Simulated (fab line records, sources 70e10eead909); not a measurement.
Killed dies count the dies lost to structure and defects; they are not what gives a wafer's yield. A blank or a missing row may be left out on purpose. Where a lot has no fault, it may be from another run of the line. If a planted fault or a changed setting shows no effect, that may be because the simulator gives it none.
Chamber matching / flow nandHarc / NHARC_A_CHANNEL_FILL_D2_ALD_16 on aldHk-01 has 4 sister chambers
The step deposits SiO2, target thk 1.5 nm, pulse time 10 s, ald cycles 15. 24 wafers are shown with their chamber, then 12 later ones without.

## WAFERS, EACH WITH ITS CHAMBER
wafer=L076.2; chamber=2; heaterPowerW (W)=509; precursorPulseHeightRel=1.027
wafer=L076.5; chamber=2; heaterPowerW (W)=517; precursorPulseHeightRel=0.986
wafer=L076.6; chamber=1; heaterPowerW (W)=428; precursorPulseHeightRel=0.973
wafer=L077.2; chamber=1; heaterPowerW (W)=419; precursorPulseHeightRel=1.039
wafer=L077.3; chamber=3; heaterPowerW (W)=473; precursorPulseHeightRel=1.028
wafer=L077.5; chamber=2; heaterPowerW (W)=508; precursorPulseHeightRel=0.983
wafer=L079.2; chamber=1; heaterPowerW (W)=427; precursorPulseHeightRel=1.015
wafer=L079.3; chamber=2; heaterPowerW (W)=491; precursorPulseHeightRel=1.033
wafer=L079.5; chamber=2; heaterPowerW (W)=517; precursorPulseHeightRel=0.996
wafer=L078.3; chamber=3; heaterPowerW (W)=482; precursorPulseHeightRel=0.999
wafer=L078.4; chamber=2; heaterPowerW (W)=516; precursorPulseHeightRel=1.032
wafer=L078.6; chamber=2; heaterPowerW (W)=512; precursorPulseHeightRel=1.023
wafer=L080.1; chamber=3; heaterPowerW (W)=488; precursorPulseHeightRel=0.979
wafer=L080.3; chamber=2; heaterPowerW (W)=496; precursorPulseHeightRel=0.967
wafer=L080.6; chamber=3; heaterPowerW (W)=473; precursorPulseHeightRel=0.989
wafer=L083.1; chamber=1; heaterPowerW (W)=431; precursorPulseHeightRel=1.028
wafer=L083.3; chamber=2; heaterPowerW (W)=519; precursorPulseHeightRel=1.025
wafer=L083.5; chamber=0; heaterPowerW (W)=432; precursorPulseHeightRel=1.014
wafer=L086.1; chamber=0; heaterPowerW (W)=439; precursorPulseHeightRel=0.989
wafer=L086.3; chamber=1; heaterPowerW (W)=427; precursorPulseHeightRel=0.986
wafer=L086.6; chamber=3; heaterPowerW (W)=486; precursorPulseHeightRel=1.007
wafer=L088.3; chamber=3; heaterPowerW (W)=482; precursorPulseHeightRel=1.018
wafer=L088.4; chamber=2; heaterPowerW (W)=503; precursorPulseHeightRel=1.010
wafer=L088.5; chamber=3; heaterPowerW (W)=466; precursorPulseHeightRel=0.995

SIGNATURES (means of the wafers above)
reading=heaterPowerW; chamber 0=435.50; chamber 1=426.40; chamber 2=508.80; chamber 3=478.57; scatter within a chamber=8.08
reading=precursorPulseHeightRel; chamber 0=1.00150; chamber 1=1.00820; chamber 2=1.00820; chamber 3=1.00214; scatter within a chamber=0.0225
Rule: a wafer's distance from a chamber is the root of the sum, over the readings, of the square of ((its reading less the chamber's mean) divided by the reading's scatter). The wafer belongs to the nearest chamber; if the next one is less than 2 further off, it can't be placed. The scatter: the root of (the sum of the squares of (reading less its chamber's mean) over the shown wafers, divided by (wafers less chambers)).

## WAFERS WITH NO CHAMBER GIVEN
wafer=L090.1; heaterPowerW (W)=425; precursorPulseHeightRel=0.999
wafer=L090.4; heaterPowerW (W)=419; precursorPulseHeightRel=0.974
wafer=L090.5; heaterPowerW (W)=431; precursorPulseHeightRel=0.999
wafer=L093.1; heaterPowerW (W)=419; precursorPulseHeightRel=1.004
wafer=L093.4; heaterPowerW (W)=466; precursorPulseHeightRel=1.020
wafer=L093.5; heaterPowerW (W)=470; precursorPulseHeightRel=1.014
wafer=L094.1; heaterPowerW (W)=414; precursorPulseHeightRel=0.974
wafer=L094.2; heaterPowerW (W)=477; precursorPulseHeightRel=1.009
wafer=L094.4; heaterPowerW (W)=415; precursorPulseHeightRel=0.996
wafer=L096.1; heaterPowerW (W)=408; precursorPulseHeightRel=1.015
wafer=L096.5; heaterPowerW (W)=383; precursorPulseHeightRel=0.993
wafer=L096.6; heaterPowerW (W)=419; precursorPulseHeightRel=1.019

## WHICH CHAMBER EACH WENT THROUGH
wafer=L090.1; from the rows above=can't be placed: 1 or 0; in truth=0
wafer=L090.4; from the rows above=can't be placed: 1 or 0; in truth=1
wafer=L090.5; from the rows above=can't be placed: 0 or 1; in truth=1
wafer=L093.1; from the rows above=can't be placed: 1 or 0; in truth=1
wafer=L093.4; from the rows above=3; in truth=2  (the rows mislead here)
wafer=L093.5; from the rows above=3; in truth=3
wafer=L094.1; from the rows above=can't be placed: 1 or 0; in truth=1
wafer=L094.2; from the rows above=3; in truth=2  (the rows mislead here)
wafer=L094.4; from the rows above=can't be placed: 1 or 0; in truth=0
wafer=L096.1; from the rows above=can't be placed: 1 or 0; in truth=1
wafer=L096.5; from the rows above=can't be placed: 1 or 0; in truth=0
wafer=L096.6; from the rows above=can't be placed: 1 or 0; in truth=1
Placed correctly: 1 of 12. These rows do not allow placing 9 (true chamber among the candidates in 9). Placed wrongly: 2.
